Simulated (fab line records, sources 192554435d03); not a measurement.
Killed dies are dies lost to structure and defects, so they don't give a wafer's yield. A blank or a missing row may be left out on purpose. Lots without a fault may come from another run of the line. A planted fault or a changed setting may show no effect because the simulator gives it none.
Chamber matching | flow n5_finfet | N5_HKMG_FIN_ETCH_32 on rie_diel-02: 4 sister chambers
The step etches SOC in N2/H2, target depth 240 nm, time 300 s. 14 wafers are shown with their chamber, then 7 later ones without.

WAFERS WITH THEIR CHAMBER
wafer  | chamber | drypump_motor_current_A (A) | showerhead_plenum_p_Torr (Torr) | throttle_valve_pct (%)
L075.2 | 1       | 5.6                         | 2.60                            | 17.44
L075.3 | 0       | 5.8                         | 2.62                            | 17.52
L075.4 | 2       | 5.7                         | 2.71                            | 17.68
L085.2 | 1       | 5.6                         | 2.58                            | 17.50
L085.5 | 2       | 5.7                         | 2.70                            | 17.74
L085.6 | 1       | 5.6                         | 2.58                            | 17.48
L086.1 | 0       | 5.8                         | 2.61                            | 17.57
L086.3 | 3       | 4.7                         | 2.46                            | 17.75
L086.4 | 2       | 5.8                         | 2.70                            | 17.75
L087.3 | 0       | 5.8                         | 2.61                            | 17.58
L087.4 | 2       | 5.8                         | 2.70                            | 17.74
L087.6 | 2       | 5.8                         | 2.70                            | 17.75
L088.3 | 0       | 5.8                         | 2.61                            | 17.57
L088.5 | 0       | 5.8                         | 2.61                            | 17.57

SIGNATURES (means of the wafers above)
reading                  | chamber 0 | chamber 1 | chamber 2 | chamber 3 | scatter within a chamber
drypump_motor_current_A  | 5.800     | 5.600     | 5.760     | 4.700     | 0.0346
showerhead_plenum_p_Torr | 2.6120    | 2.5867    | 2.7020    | 2.4600    | 0.00653
throttle_valve_pct       | 17.5620   | 17.4733   | 17.7320   | 17.7500   | 0.0276
Rule: a wafer's distance from a chamber is the root of the sum, over the readings, of the square of ((its reading less the chamber's mean) divided by the reading's scatter). The wafer belongs to the nearest chamber; if the next one is less than 2 further off, it can't be placed. The scatter: the root of (the sum of the squares of (reading less its chamber's mean) over the shown wafers, divided by (wafers less chambers)).

WAFERS WITHOUT THEIR CHAMBER
wafer  | drypump_motor_current_A (A) | showerhead_plenum_p_Torr (Torr) | throttle_valve_pct (%)
L088.6 | 4.7                         | 2.46                            | 17.78
L092.1 | 5.8                         | 2.61                            | 17.58
L092.3 | 5.8                         | 2.69                            | 17.75
L092.6 | 5.8                         | 2.61                            | 17.58
L095.1 | 4.7                         | 2.45                            | 17.80
L095.5 | 4.7                         | 2.45                            | 17.79
L095.6 | 5.8                         | 2.60                            | 17.59

WHICH CHAMBER EACH WENT THROUGH
wafer  | from the rows above | in truth
L088.6 | 3                   | 3
L092.1 | 0                   | 0
L092.3 | 2                   | 2
L092.6 | 0                   | 0
L095.1 | 3                   | 3
L095.5 | 3                   | 3
L095.6 | 0                   | 0
Placed correctly: 7 of 7. Can't be placed from these rows: 0. Placed wrongly: 0.
